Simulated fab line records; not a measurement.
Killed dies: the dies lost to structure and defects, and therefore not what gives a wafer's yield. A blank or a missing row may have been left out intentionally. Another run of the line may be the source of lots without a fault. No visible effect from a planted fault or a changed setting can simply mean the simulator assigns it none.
A struck lot beside a sound one | flow nand-harc | 17 steps out of a route of 1159
Sound: the wafers L669.1, L669.4, L669.5. The struck wafers were L678.2, L678.4, L678.5. The cause is named last.
For every step that has rows: the tool of each side, followed by ch and its chambers, followed by its first start. Under that, the readings that differ: sound wafers | struck wafers | difference of the means | sigmas: that difference in standard deviations of wafers without a fault.
alike: a reading whose means differ by less than 2 such deviations, as well as words and numbers matching on both sides. not compared: withheld readings; readings where some wafer has no value; bounds like >300 that might hide an equal value; numbers whose values overlap and for which the record gives no deviation.
The two part at a step that has a row with sigmas, a row that says differs or no value, or rows on one side only. When numbers do not overlap yet have no deviation, they are printed without sigmas and do not part them. A reading missing from all wafers of one side parts the sides only when that side holds two or more wafers.

NHARC_A_M1_INSPECT_11:
  sound on defect-inspect-02, day 18 23:32; struck on defect-inspect-01, day 20 22:04
  alike: raw-defect-count
NHARC_A_M1_DESCUM_14: chemistry O2, time 3 s.
  sound on rie-diel-03 ch 0,2,3, day 18 23:36; struck on rie-diel-10 ch 1,2,3, day 20 22:09
  alike: drypump-motor-current-A, oes-product-au, rf-vpp-V, showerhead-plenum-p-Torr, throttle-valve-pct
  not compared: rf-hours-counter-h
then, 2 steps without rows for these wafers: NHARC_A_M1_ETCH_35 (etches the open film in N2/H2, target depth 40 nm, overetch 12 nm, time 43.94 s); NHARC_A_M1_ETCH_15 (etches the open film in C4F8/Ar, target depth 182.5 nm, time 91.2 s).
NHARC_A_M1_CD_MEAS_16:
  sound on cd-sem-03, day 18 23:55; struck on cd-sem-03, day 20 22:26
  alike: cd-nm
NHARC_A_M1_STRIP_18: strips in N2/H2.
  sound on rie-diel-03 ch 1,2,3, day 19 00:02; struck on rie-diel-11 ch 0,1, day 20 22:35
  alike: drypump-motor-current-A, oes-product-au, rf-vpp-V, showerhead-plenum-p-Torr, throttle-valve-pct
  not compared: rf-hours-counter-h
NHARC_A_M1_ETCH_28: etches the open film in CF4/N2, target depth 30 nm, time 72.99 s.
  sound: rie-diel-03 ch 0,2,3; struck: rie-diel-11 ch 0,1
  alike: drypump-motor-current-A, oes-product-au, rf-vpp-V, showerhead-plenum-p-Torr, throttle-valve-pct
  not compared: rf-hours-counter-h
then, 1 step without rows for these wafers: NHARC_A_M1_STRIP_19 (strips in post etch residue remover, time 600 s).
NHARC_A_M1_DEGAS_29: time 60 s.
  sound on pvd-sputter-02, day 19 00:38; struck on pvd-sputter-03, day 20 23:14
  alike: heater-power-w
then, 2 steps without rows for these wafers: NHARC_A_M1_PRE_CLEAN_30 (time 30 s); NHARC_A_M1_PVD_20 (deposits TaN, target thk 5 nm, time 8.06 s).
NHARC_A_M1_PVD_21: deposits Cu, target thk 30 nm, time 20.49 s.
  sound on pvd-sputter-02; struck on pvd-sputter-03
  alike: throttle-valve-pct
NHARC_A_M1_ECD_22: material Cu, target thk 400 nm.
  sound on ecd-cu-01 ch 0,1, day 19 01:01; struck on ecd-cu-01 ch 0,1, day 20 23:38
then, 1 step without rows for these wafers: NHARC_A_M1_ANNEAL_31 (time 90 s).
NHARC_A_M1_CMP_23: polishes, t overpolish 20 s, target thk 154.34 nm.
  sound on cmp-01 ch 0,1, day 19 02:04; struck on cmp-04 ch 0,1, day 21 00:19
  reading                | sound          | struck         | difference | sigmas
  time-to-endpoint-s (s) | 30.1 30.7 33.6 | 46.7 44.3 44.3 | +13.6      | +6
  alike: motor-current-A
NHARC_A_M1_THK_MEAS_24: measures by xrf.
  sound on film-metro-01, day 19 02:22; struck on film-metro-01, day 21 00:37
  alike: thk-nm
NHARC_END_SORT_01:
  only the struck wafers appear in the record here, on prober-01 ch 0 at day 22 18:46; the sound ones have no rows

WHERE THEY PART
Earliest at NHARC_A_M1_CMP_23; latest, in this record, at NHARC_END_SORT_01.

WHY: what the simulator had put in
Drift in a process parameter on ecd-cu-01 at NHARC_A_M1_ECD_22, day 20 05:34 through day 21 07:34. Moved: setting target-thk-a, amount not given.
